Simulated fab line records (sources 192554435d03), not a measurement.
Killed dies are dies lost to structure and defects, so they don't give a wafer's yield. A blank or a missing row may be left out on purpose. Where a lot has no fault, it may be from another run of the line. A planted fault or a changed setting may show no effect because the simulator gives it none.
3 desks, one fault | flow n5Finfet | each desk holds nothing but its own numbers, with what lay behind them at the end

## THE DEFECT DESK
What the inspections along the route counted, lot by lot: means of the sampled wafers that have a number. Marked OUT: a lot whose mean sits more than 4 standard deviations from the usual mean, which makes it out of limits; the brackets give that distance.
Columns: A = rawDefectCount at N5_STI_FIN_REVEAL_INSPECT_13, usual 11
lot  | first seen here | A
L358 | day 2 13:22     | 20
L360 | day 3 00:32     | 6
L363 | day 3 19:11     | 16
L364 | day 4 00:53     | 8
L366 | day 4 12:42     | 12
L367 | day 4 18:56     | 5
L370 | day 5 13:29     | 13
L372 | day 6 01:43     | 11
L374 | day 6 11:49     | 17
L377 | day 7 08:07     | 10
Finding of this desk: none of the 10 lots has anything out of limits.

## THE METROLOGY DESK
Lot by lot, what the gauges showed, no matter which tool ran the lot: averages of those sampled wafers that carry a number. Marked OUT: a lot whose mean sits more than 4 standard deviations from the usual mean, which makes it out of limits; the brackets give that distance. It has 11 readings, of which 7 appear: the earliest out of limits, and the ones furthest out on some lot.
Columns: A = trenchDepthNm at N5_STI_FIN_REVEAL_FIN_H_MEAS_10, usual 52.0 nm; B = DIBL_N at N5_BEOL_M4_RC_MEAS_101, usual 36.3 mV/V; C = IOFF_N at N5_BEOL_M4_RC_MEAS_101, usual 0.16 nA/um; D = IOFF_P at N5_BEOL_M4_RC_MEAS_101, usual 0.21 nA/um; E = ION_N at N5_BEOL_M4_RC_MEAS_101, usual 673 uA/um; F = ION_P at N5_BEOL_M4_RC_MEAS_101, usual 461 uA/um; G = VT_P at N5_BEOL_M4_RC_MEAS_101, usual -251 mV
lot  | first seen here | A               | B    | C    | D    | E   | F              | G
L358 | day 2 13:17     | 52.8            | 35.5 | 0.15 | 0.21 | 680 | 471            | -251
L360 | day 3 00:25     | 51.5            | 34.2 | 0.14 | 0.17 | 662 | 452            | -252
L363 | day 3 19:05     | 51.5            | 34.1 | 0.13 | 0.20 | 667 | 465            | -249
L364 | day 4 00:47     | 52.0            | 39.8 | 0.25 | 0.28 | 682 | 462            | -247
L366 | day 4 12:37     | 51.1            | 35.3 | 0.13 | 0.18 | 665 | 460            | -252
L367 | day 4 18:50     | 52.1            | 36.1 | 0.16 | 0.20 | 665 | 456            | -252
L370 | day 5 13:23     | 51.6            | 35.8 | 0.16 | 0.22 | 677 | 467            | -249
L372 | day 6 01:38     | 51.8            | 36.8 | 0.18 | 0.24 | 680 | 466            | -249
L374 | day 6 11:44     | 55.6 (+5.5) OUT | 34.9 | 0.15 | 0.23 | 713 | 495 (+4.6) OUT | -244
L377 | day 7 08:01     | 55.2 (+4.8) OUT | 35.3 | 0.14 | 0.19 | 694 | 479            | -251
This desk's finding: out of limits on L374, L377; first on L374, day 6 11:44 (trenchDepthNm at N5_STI_FIN_REVEAL_FIN_H_MEAS_10). In limits: L358, L360, L363, L364, L366, L367, L370, L372.

## THE TOOL OWNER'S DESK: vaporEtch-01
The tool's own readings at N5_STI_FIN_REVEAL_RECESS_09 (chemistry HF/NH3, target SiO2, afs cycles 11, target depth 42.5 nm, sublimation time 60 s): means of the sampled wafers that have a number, for each lot that ran on this tool. Marked OUT: a lot whose mean sits more than 4 standard deviations from the usual mean, which makes it out of limits; the brackets give that distance.
Columns: A = drypumpMotorCurrentA at N5_STI_FIN_REVEAL_RECESS_09, usual 5.86 A
lot  | first seen here | A
L358 | day 2 10:05     | 5.92
L360 | day 2 21:28     | 5.93
L364 | day 3 22:05     | 6.06
L366 | day 4 09:55     | 5.54
L370 | day 5 10:41     | 6.05
L374 | day 6 09:02     | 6.04
L377 | day 7 05:19     | 6.05
Finding of this desk: none of the 7 lots has anything out of limits.

## BROUGHT TOGETHER
The metrology desk could have raised an alarm at day 6 11:44, on L374, L377.
No out-of-limits result turned up at the defect desk.
Nothing out of limits was seen by the tool owner's desk.
The defect desk has L374, L377 on record, within its limits.
Tool owner's desk: L374, L377 on record, inside its limits.
Of the lots named, all ran N5_STI_FIN_REVEAL_RECESS_09 on vaporEtch-01.

## WHAT THE SIMULATOR HAD INSERTED
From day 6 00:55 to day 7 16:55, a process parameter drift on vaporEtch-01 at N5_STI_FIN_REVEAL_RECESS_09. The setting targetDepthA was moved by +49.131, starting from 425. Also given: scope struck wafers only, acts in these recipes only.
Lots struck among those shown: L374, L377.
Per desk, hours elapsed from the start of the fault to the first reading out of limits: for the metrology desk, 11.
